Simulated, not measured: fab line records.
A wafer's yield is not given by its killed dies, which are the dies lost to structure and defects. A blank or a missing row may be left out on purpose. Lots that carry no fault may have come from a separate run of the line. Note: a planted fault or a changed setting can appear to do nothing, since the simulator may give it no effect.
Chamber matching :: flow nand harc :: NHARC_A_STAIRCASE_DESCUM_443 on rie diel-05: 4 sister chambers
The step chemistry O2, time 3 s. 4 wafers are shown with their chamber, then 10 later ones without.

## EACH WAFER AND ITS CHAMBER
wafer: L081.2
chamber: 1
showerhead plenum p Torr (Torr): 2.05

wafer: L086.6
chamber: 3
showerhead plenum p Torr (Torr): 1.77

wafer: L088.1
chamber: 2
showerhead plenum p Torr (Torr): 1.76

wafer: L088.2
chamber: 0
showerhead plenum p Torr (Torr): 2.06

## WAFERS WHOSE CHAMBER IS MISSING
wafer: L088.4
showerhead plenum p Torr (Torr): 2.04

wafer: L090.2
showerhead plenum p Torr (Torr): 2.04

wafer: L090.3
showerhead plenum p Torr (Torr): 2.05

wafer: L090.5
showerhead plenum p Torr (Torr): 2.05

wafer: L093.2
showerhead plenum p Torr (Torr): 2.07

wafer: L093.4
showerhead plenum p Torr (Torr): 2.04

wafer: L093.6
showerhead plenum p Torr (Torr): 2.05

wafer: L095.1
showerhead plenum p Torr (Torr): 2.07

wafer: L095.2
showerhead plenum p Torr (Torr): 2.03

wafer: L095.5
showerhead plenum p Torr (Torr): 2.03

## WHICH CHAMBER EACH WENT THROUGH
wafer: L088.4
from the rows above: can't be placed: 1 or 0
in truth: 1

wafer: L090.2
from the rows above: can't be placed: 1 or 0
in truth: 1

wafer: L090.3
from the rows above: can't be placed: 1 or 0
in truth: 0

wafer: L090.5
from the rows above: can't be placed: 1 or 0
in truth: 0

wafer: L093.2
from the rows above: can't be placed: 0 or 1
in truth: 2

wafer: L093.4
from the rows above: can't be placed: 1 or 0
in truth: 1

wafer: L093.6
from the rows above: can't be placed: 1 or 0
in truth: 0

wafer: L095.1
from the rows above: can't be placed: 0 or 1
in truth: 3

wafer: L095.2
from the rows above: can't be placed: 1 or 0
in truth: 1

wafer: L095.5
from the rows above: can't be placed: 1 or 0
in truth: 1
Correct placement for 0 of the 10. Unplaceable from these rows: 10, with the true chamber sitting among the candidates in 8. Placed wrongly: 0.
How it was worked out, from the rows above alone: a wafer's distance from a chamber is the root of the sum, over the readings, of the square of ((its reading less the chamber's mean) divided by the reading's scatter). If the next closest chamber is less than 2 further off than the closest, the wafer can't be placed; otherwise it belongs to the closest. For every chamber, the mean is computed from those of its wafers that are shown. The scatter: root of mean squared gap, hidden wafer to nearest shown wafer, with one shown wafer a chamber.
